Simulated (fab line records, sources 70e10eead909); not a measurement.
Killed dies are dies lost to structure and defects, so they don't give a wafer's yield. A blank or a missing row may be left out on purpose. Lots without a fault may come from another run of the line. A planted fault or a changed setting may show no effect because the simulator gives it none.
fab line records | flow nand_harc
record lots=12 wafers=36 last_day=24
route steps=1159 shown A_SLIT@792 END@1159
lots that met no fault: from a run of the same line without faults
start_h: hours from the record's first day to the start of the lot's first wafer shown | wait_h: hours since the lot's step before | " the same as in the row above | L1.1+2: a row that stands for several wafers | - no value, or no start given | * or withheld: withheld | < > ~ a bound
route shown NAME@n: a module of which the file shows steps, and the number in the route of the first | usual: mean/standard deviation of fault-free wafers | same: alike in all rows | chamber/n: place in a boat | sites: the reading at each site | _std_site: their standard deviation | _edge_site: outer sites' mean less inner sites' | radius_mm: how far each site lies from the wafer's centre | mask NAME#n: copy n | behind: the tool/chamber that last shaped the wafer | hold: why the lot was held/for how many hours/how that ended | device: the transistor (n, p or np) that didn't switch | end of line: the same wafers' tests at the end of the route | a step without rows: its recipe alone | killed: dies lost to structure and defects at the first sort, not the wafer's yield | map: a wafer's dies, x killed, . not, _ none there
set.NAME: the setting as run; set.NAME@STEP: as run at that earlier step | model.NAME: the simulator's own value behind a step, which no gauge read
steps of the route over a sample of lots; a table a step, a row a wafer
services: from which hour (start_h, from the record's first day; less than 0 if before it) a tool's chamber was out of use, for how many hours, and why
## steps
# step NHARC_A_SLIT_INSPECT_11
# usual raw_defect_count=22/11
# columns lot.wafer tool chamber start_h wait_h raw_defect_count
L945.1 defect_inspect-01 - 321.36 0.0 18
L945.3 " - " " 19
L945.6 " - " " 16
L946.3 defect_inspect-01 - 336.07 0.0 7
L946.5 " - " " 16
L946.6 " - " " 9
L949.1 defect_inspect-01 - 337.63 0.0 23
L949.4 " - " " 34
L949.6 " - " " 18
L956.2 defect_inspect-01 - 380.42 0.0 25
L956.4 " - " " 33
L956.6 " - " " 25
L954.1 defect_inspect-01 - 380.62 0.0 21
L954.5 " - " " 28
L954.6 " - " " 19
L958.3 defect_inspect-02 - 392.66 0.0 16
L958.4 " - " " 12
L958.5 " - " " 15
L957.1 defect_inspect-02 - 409.82 0.0 37
L957.2 " - " " 46
L957.3 " - " " 35
L963.1 defect_inspect-02 - 419.92 0.0 17
L963.4 " - " " 12
L963.5 " - " " 21
L962.3 defect_inspect-02 - 423.28 0.0 39
L962.4 " - " " 41
L962.5 " - " " 40
L966.2 defect_inspect-01 - 429.64 0.0 22
L966.5 " - " " 17
L966.6 " - " " 22
L967.1 defect_inspect-01 - 449.13 0.1 17
L967.3 " - " " 18
L967.5 " - " " 16
L968.1 defect_inspect-01 - 461.13 0.0 22
L968.5 " - " " 17
L968.6 " - " " 19
# step NHARC_A_SLIT_DESCUM_14
# recipe time_s=3 o2_flow_sccm=200 ar_flow_sccm=0 bias_power_w=0 chemistry=O2
# usual drypump_motor_current_A=5.8/0.37 oes_product_au=0.994/0.0091 rf_vpp_V=57.7/0.9 showerhead_plenum_p_Torr=1.93/0.094 throttle_valve_pct=11.311/0.0085
# columns lot.wafer tool chamber start_h wait_h drypump_motor_current_A oes_product_au rf_hours_counter_h rf_vpp_V showerhead_plenum_p_Torr throttle_valve_pct
L945.3 rie_diel-06 2 321.42 0.1 5.8 0.991 5 57.5 2.03 11.307
L945.1 " 0 " " 5.4 0.990 4 57.5 1.79 11.309
L945.6 " 2 " " 5.8 0.994 - 55.9 2.03 11.322
L946.3 rie_diel-06 0 336.14 0.1 5.4 0.998 6 57.2 1.79 11.303
L946.5 " 2 " " 5.8 1.003 - 57.1 2.03 11.298
L946.6 " 3 " " 5.7 1.012 - 58.0 1.97 11.304
L949.1 rie_diel-06 3 337.69 0.1 5.7 1.012 7 57.5 1.97 11.315
L949.4 " 2 " " 5.8 1.005 7 59.6 2.03 11.312
L949.6 " 3 " " 5.7 0.995 - 56.6 1.97 11.299
L956.2 rie_diel-13 1 380.48 0.1 5.9 0.991 3 58.1 1.91 11.307
L956.4 " 2 " " 6.3 1.007 3 59.1 2.05 11.326
L956.6 " 1 " " 5.9 0.998 - 57.9 1.91 11.297
L954.1 rie_diel-06 1 380.69 0.1 5.6 0.995 9 57.1 1.81 11.302
L954.6 " 0 " " 5.4 0.985 - 55.7 1.79 11.321
L954.5 " 1 " " 5.6 0.999 - 57.7 1.81 11.312
L958.3 rie_diel-01 2 392.73 0.1 6.1 0.989 6 58.2 2.02 11.320
L958.4 " 0 " " 6.1 0.991 6 58.5 2.05 11.319
L958.5 " 2 " " 6.0 0.993 - 57.8 2.02 11.318
L957.3 rie_diel-13 3 409.88 0.1 5.8 0.980 4 57.5 1.95 11.328
L957.2 " 1 " " 5.9 0.992 5 58.8 1.91 11.314
L957.1 " 2 " " 6.3 0.991 5 58.5 2.05 11.301
L963.1 rie_diel-01 3 419.98 0.1 5.9 0.987 9 56.0 1.77 11.298
L963.4 " 1 " " 6.0 0.986 9 58.5 1.95 11.306
L963.5 " 3 " " 5.9 0.989 - 56.5 1.77 11.297
L962.3 rie_diel-13 0 423.36 0.1 4.7 1.003 6 57.4 1.89 11.298
L962.4 " 1 " " 5.9 0.993 6 58.4 1.91 11.308
L962.5 " 3 " " 5.8 0.980 - 57.3 1.95 11.329
L966.2 rie_diel-01 0 429.73 0.1 6.1 0.994 10 58.0 2.05 11.316
L966.6 " 1 " " 6.0 0.988 - 56.2 1.95 11.313
L966.5 " 2 " " 6.1 1.000 - 58.5 2.02 11.319
L967.1 rie_diel-13 0 449.19 0.1 4.7 0.999 7 57.1 1.89 11.302
L967.3 " 1 " " 5.9 0.988 7 57.8 1.91 11.307
L967.5 " 1 " " 5.9 0.996 - 57.7 1.91 11.314
L968.1 rie_diel-06 2 461.20 0.1 5.8 1.007 2 57.7 2.02 11.312
L968.6 " 0 " " 5.4 0.988 - 57.6 1.79 11.313
L968.5 " 3 " " 5.7 0.991 - 58.4 1.96 11.313
# step NHARC_A_SLIT_ETCH_29
# recipe target_depth_a=1000 overetch_a=100 time_s=55 ion_energy_ev=100 cf4_flow_sccm=80 o2_flow_sccm=20 ar_flow_sccm=0 rf_w=300 bias_w=100 chemistry=CF4/O2
# usual drypump_motor_current_A=5.7/0.43 oes_product_au=0.996/0.0097 rf_vpp_V=197.9/1.6 showerhead_plenum_p_Torr=1.35/0.063 throttle_valve_pct=13.398/0.0092
# columns lot.wafer tool chamber start_h wait_h drypump_motor_current_A oes_product_au rf_hours_counter_h rf_vpp_V showerhead_plenum_p_Torr throttle_valve_pct
L945.1 rie_diel-06 3 325.78 0.1 5.7 1.011 6 197.7 1.37 13.397
L945.3 " 0 " " 5.4 0.991 5 197.3 1.25 13.407
L945.6 " 2 " " 5.8 0.998 - 199.8 1.41 13.388
L946.3 rie_diel-06 3 339.03 0.1 5.8 1.008 7 199.1 1.37 13.404
L946.6 " 0 " " 5.4 0.994 - 196.2 1.25 13.412
L946.5 " 1 " " 5.6 1.000 - 195.1 1.26 13.396
L949.1 rie_diel-06 2 340.69 0.1 5.8 0.987 7 198.6 1.41 13.384
L949.4 " 0 " " 5.4 0.990 6 195.5 1.25 13.395
L949.6 " 2 " " 5.8 0.987 - 199.5 1.41 13.409
L956.2 rie_diel-01 0 383.35 0.1 6.1 0.996 5 198.0 1.43 13.399
L956.4 " 1 " " 6.0 0.994 5 198.9 1.36 13.401
L956.6 " 3 " " 5.8 1.006 - 196.5 1.24 13.404
L954.1 rie_diel-06 2 383.68 0.1 5.8 0.996 10 198.4 1.41 13.387
L954.5 " 3 " " 5.7 1.002 - 198.6 1.37 13.381
L954.6 " 0 " " 5.4 0.980 - 197.0 1.25 13.406
L958.4 rie_diel-06 1 395.79 0.2 5.6 1.000 10 194.1 1.26 13.400
L958.3 " 2 " " 5.8 0.975 11 199.0 1.41 13.408
L958.5 " 2 " " 5.8 0.993 - 199.2 1.41 13.387
L957.2 rie_diel-06 0 412.78 0.1 5.4 0.985 11 195.2 1.25 13.412
L957.1 " 1 " " 5.6 1.002 11 196.6 1.26 13.383
L957.3 " 2 " " 5.8 0.999 12 199.3 1.41 13.390
L963.4 rie_diel-01 3 422.87 0.1 5.8 1.003 10 196.1 1.24 13.410
L963.1 " 0 " " 6.1 1.011 10 200.3 1.42 13.409
L963.5 " 0 " " 6.1 0.994 - 200.7 1.42 13.398
L962.3 rie_diel-13 2 426.24 0.1 6.3 1.004 7 199.1 1.43 13.381
L962.4 " 3 " " 5.8 0.994 - 199.8 1.36 13.395
L962.5 " 2 " " 6.3 1.005 - 199.7 1.43 13.389
L966.2 rie_diel-01 0 433.81 0.1 6.1 1.000 11 200.4 1.42 13.392
L966.6 " 2 " " 6.0 1.001 - 200.6 1.41 13.386
L966.5 " 3 " " 5.8 0.990 - 195.2 1.24 13.403
L967.1 rie_diel-06 0 452.26 0.1 5.4 0.978 2 196.0 1.25 13.390
L967.3 " 2 " " 5.8 1.000 2 198.2 1.41 13.402
L967.5 " 3 " " 5.7 0.993 - 196.6 1.37 13.412
L968.1 rie_diel-01 0 466.59 0.1 6.1 1.003 14 198.9 1.42 13.395
L968.5 " 0 " " 6.1 1.006 - 199.5 1.42 13.417
L968.6 " 1 " " 6.0 1.000 - 198.7 1.36 13.400
# step NHARC_A_SLIT_STRIP_18
# recipe o2_flow_sccm=500 ar_flow_sccm=0 bias_w=0 chemistry=O2
# usual bias_w=0/0 chamber_pressure_mTorr=59.99/0.062 drypump_motor_current_A=5.7/0.41 oes_product_au=0.993/0.01 rf_vpp_V=57.9/0.84 showerhead_plenum_p_Torr=3.56/0.16 throttle_valve_pct=17.036/0.0097
# columns lot.wafer tool chamber start_h wait_h bias_w chamber_pressure_mTorr drypump_motor_current_A oes_product_au rf_hours_counter_h rf_vpp_V showerhead_plenum_p_Torr throttle_valve_pct
L945.1 rie_diel-06 2 325.88 - 0 59.93 5.8 0.994 6 57.0 3.72 17.042
L945.3 " 3 " " 0 59.92 5.7 1.003 6 58.2 3.62 17.039
L945.6 " 1 " " 0 59.91 5.6 0.995 - 58.0 3.35 17.041
L946.3 rie_diel-06 2 339.12 - 0 59.99 5.8 0.994 7 58.8 3.72 17.038
L946.6 " 1 " " 0 59.98 5.6 0.998 - 58.7 3.35 17.046
L946.5 " 2 " " 0 59.99 5.8 1.000 - 58.9 3.72 17.042
L949.1 rie_diel-06 0 340.83 - 0 59.94 5.4 0.987 6 57.5 3.32 17.056
L949.4 " 1 " " 0 60.12 5.6 1.001 7 57.8 3.35 17.043
L949.6 " 3 " " 0 59.95 5.7 1.002 - 58.0 3.62 17.039
L956.2 rie_diel-01 1 383.43 - - - - - - - - -
L956.4 " 3 " " - - - - - - - -
L956.6 " 1 " " - - - - - - - -
L954.1 rie_diel-06 3 383.82 - - - - - - - - -
L954.6 " 0 " " - - - - - - - -
L954.5 " 1 " " - - - - - - - -
L958.4 rie_diel-06 0 395.90 - 0 60.04 5.4 0.981 10 58.7 3.32 17.023
L958.3 " 2 " " 0 60.03 5.8 0.989 11 58.3 3.72 17.015
L958.5 " 3 " " 0 59.88 5.7 0.998 - 56.9 3.62 17.033
L957.1 rie_diel-06 0 412.86 - 0 59.94 5.4 0.971 11 57.9 3.32 17.052
L957.2 " 2 " " 0 59.89 5.8 0.989 12 59.2 3.72 17.039
L957.3 " 3 " " 0 59.97 5.8 1.004 12 58.2 3.61 17.034
L963.1 rie_diel-01 0 422.95 - 0 60.02 6.1 1.001 10 57.6 3.76 17.046
L963.4 " 2 " " 0 60.00 6.0 0.990 9 57.1 3.71 17.031
L963.5 " 1 " " 0 60.01 6.0 0.988 - 57.6 3.59 17.029
L962.3 rie_diel-13 2 426.35 - 0 60.04 6.3 0.996 7 59.9 3.77 17.039
L962.5 " 2 " " 0 60.10 6.3 1.006 - 58.5 3.77 17.034
L962.4 " 3 " " 0 60.05 5.8 0.979 - 59.2 3.60 17.034
L966.2 rie_diel-01 3 433.91 - 0 60.01 5.9 1.000 11 58.5 3.28 17.038
L966.5 " 2 " " 0 60.00 6.1 0.993 - 59.1 3.71 17.048
L966.6 " 3 " " 0 59.97 5.9 1.005 - 57.7 3.28 17.046
L967.1 rie_diel-06 3 452.37 - 0 60.16 5.8 0.995 1 57.3 3.61 17.029
L967.3 " 0 " " 0 60.04 5.4 0.990 2 56.7 3.31 17.052
L967.5 " 3 " " 0 59.97 5.7 0.988 - 56.5 3.61 17.032
L968.1 rie_diel-01 1 466.73 - 0 59.90 6.0 0.991 13 58.4 3.58 17.047
L968.5 " 3 " " 0 59.93 5.9 0.995 - 57.1 3.28 17.043
L968.6 " 0 " " 0 59.94 6.1 0.992 - 58.4 3.75 17.041
# step NHARC_END_SORT_01
# recipe temp_c=25
# usual killed_at_array=29/11 killed_at_other=0.7/1.1 killed_at_periphery=3.1/2 killed_dies=33/11 killed_open=3.5/1.8 killed_short=2.0/1.4
# same gross_dies=677
# columns lot.wafer tool chamber start_h wait_h killed_at_array killed_at_other killed_at_periphery killed_dies killed_open killed_short
L954.1 prober-01 0 504.42 2.5 673 0 4 677 2 0
L954.5 prober-01 0 507.64 3.7 672 1 4 677 3 3
L954.6 prober-01 0 508.44 4.0 671 1 5 677 2 2
L956.2 prober-02 0 508.32 2.8 675 0 2 677 3 4
L956.4 prober-02 0 509.94 3.4 673 0 4 677 6 2
L956.6 prober-02 0 511.55 4.0 675 0 2 677 3 2
# killed by level:class
L954.1 A_SLIT:area_strip=639 A_SLIT:chamber_film_flake=12 A_CHANNEL_HOLE_D1:chamber_film_flake=9 A_ZERO_WELL:chamber_film_flake=4 A_STAIRCASE:chamber_film_flake=4 A_BONDPAD:chamber_film_flake=3 P_ZERO_WELL:chamber_film_flake=2 P_CONTACT:geometric_particle:open=1
L954.5 A_SLIT:area_strip=628 A_CHANNEL_HOLE_D1:chamber_film_flake=19 A_SLIT:chamber_film_flake=13 A_STAIRCASE:chamber_film_flake=3 P_CONTACT:chamber_film_flake=2 A_BONDPAD:chamber_film_flake=2 P_M0:geometric_particle:open=1 A_CHANNEL_FILL_D1:geometric_particle:open=1
L956.2 A_SLIT:area_strip=642 A_CHANNEL_HOLE_D1:chamber_film_flake=16 A_WL_FILL:chamber_film_flake=4 A_BONDPAD:chamber_film_flake=3 A_CHANNEL_FILL_D1:geometric_particle:short=2 A_CONTACT:geometric_particle:open=2 A_CONTACT:chamber_film_flake=2 A_M0:chamber_film_flake=2
L954.6 A_SLIT:area_strip=637 A_SLIT:chamber_film_flake=14 A_CHANNEL_HOLE_D1:chamber_film_flake=10 A_STAIRCASE:chamber_film_flake=3 P_GATE:chamber_film_flake=2 P_M2:geometric_particle:open=1 A_ONON_D1:geometric_particle:short=1 A_CONTACT:geometric_particle:short=1
L956.4 A_SLIT:area_strip=646 A_CHANNEL_HOLE_D1:chamber_film_flake=13 A_STAIRCASE:chamber_film_flake=3 A_CHANNEL_FILL_D1:geometric_particle:open=2 P_GATE:chamber_film_flake=2 A_BONDPAD:chamber_film_flake=2 P_M0:geometric_particle:open=1 A_CHANNEL_FILL_D1:geometric_particle:short=1
L956.6 A_SLIT:area_strip=644 A_CHANNEL_HOLE_D1:chamber_film_flake=16 A_BONDPAD:chamber_film_flake=4 A_WL_FILL:chamber_film_flake=3 A_WL_FILL:geometric_particle:short=2 A_M0:geometric_particle:open=2 A_SOURCE_PLATE:geometric_particle:open=1 P_STI:chamber_film_flake=1
## services
# columns tool chamber start_h hours kind
rie_diel-06 0 299.20 - clean
rie_diel-06 1 299.20 - clean
rie_diel-06 2 299.20 - clean
rie_diel-06 3 299.20 - clean
rie_diel-13 2 300.94 8.8 repair
rie_diel-01 - 314.92 9.0 pm
rie_diel-06 0 323.70 - clean
rie_diel-06 1 323.70 - clean
rie_diel-06 2 323.70 - clean
rie_diel-06 3 323.70 - clean
rie_diel-13 3 344.20 15.7 repair
rie_diel-06 0 348.22 - clean
rie_diel-06 1 348.22 - clean
rie_diel-06 2 348.22 - clean
rie_diel-06 3 348.22 - clean
rie_diel-06 2 367.39 9.9 repair
rie_diel-13 0 373.37 1.5 repair
rie_diel-13 - 385.92 1.1 repair
rie_diel-06 - 418.20 9.0 pm
rie_diel-13 1 424.35 4.3 repair
rie_diel-06 3 435.49 3.0 repair
rie_diel-13 2 446.51 4.8 repair
rie_diel-13 - 453.00 9.0 pm
rie_diel-06 1 459.81 8.5 repair
## key
first_sign step=NHARC_A_SLIT_STRIP_18 reading=tool_record direction=missing
effect step=NHARC_END_SORT_01 reading=killed_dies direction=up sigmas=61 usual=33 struck=677
more_kills_born_at NHARC_A_SLIT_STRIP_18@rie_diel-01=1932 NHARC_A_SLIT_STRIP_18@rie_diel-06=1903
met_at NHARC_A_SLIT_STRIP_18
struck_lots L954,L956
later_rows_left_out L954.1,L954.5,L954.6,L956.2,L956.4,L956.6
tester_left_out L954,L956
not_acting_at NHARC_A_SLIT_INSPECT_11,NHARC_A_SLIT_DESCUM_14,NHARC_A_SLIT_ETCH_29
onset_between 340.83 383.43
fault kind=skipped_step_whole tool=rie_diel-01,rie_diel-06 chamber=- onset_h=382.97 steps=NHARC_A_SLIT_STRIP_18 scope=struck_lots_only
# tester_left_out: of these lots the tester's yield and bins aren't shown, on N5 and GAA mostly nor the transistor test; their killed dies are dies lost to structure and defects alone, not to doping, threshold or leakage, so they don't give the yield
# later_rows_left_out: the simulator's readings of these wafers behind a module that went badly wrong aren't trusted and aren't shown, but for the sort
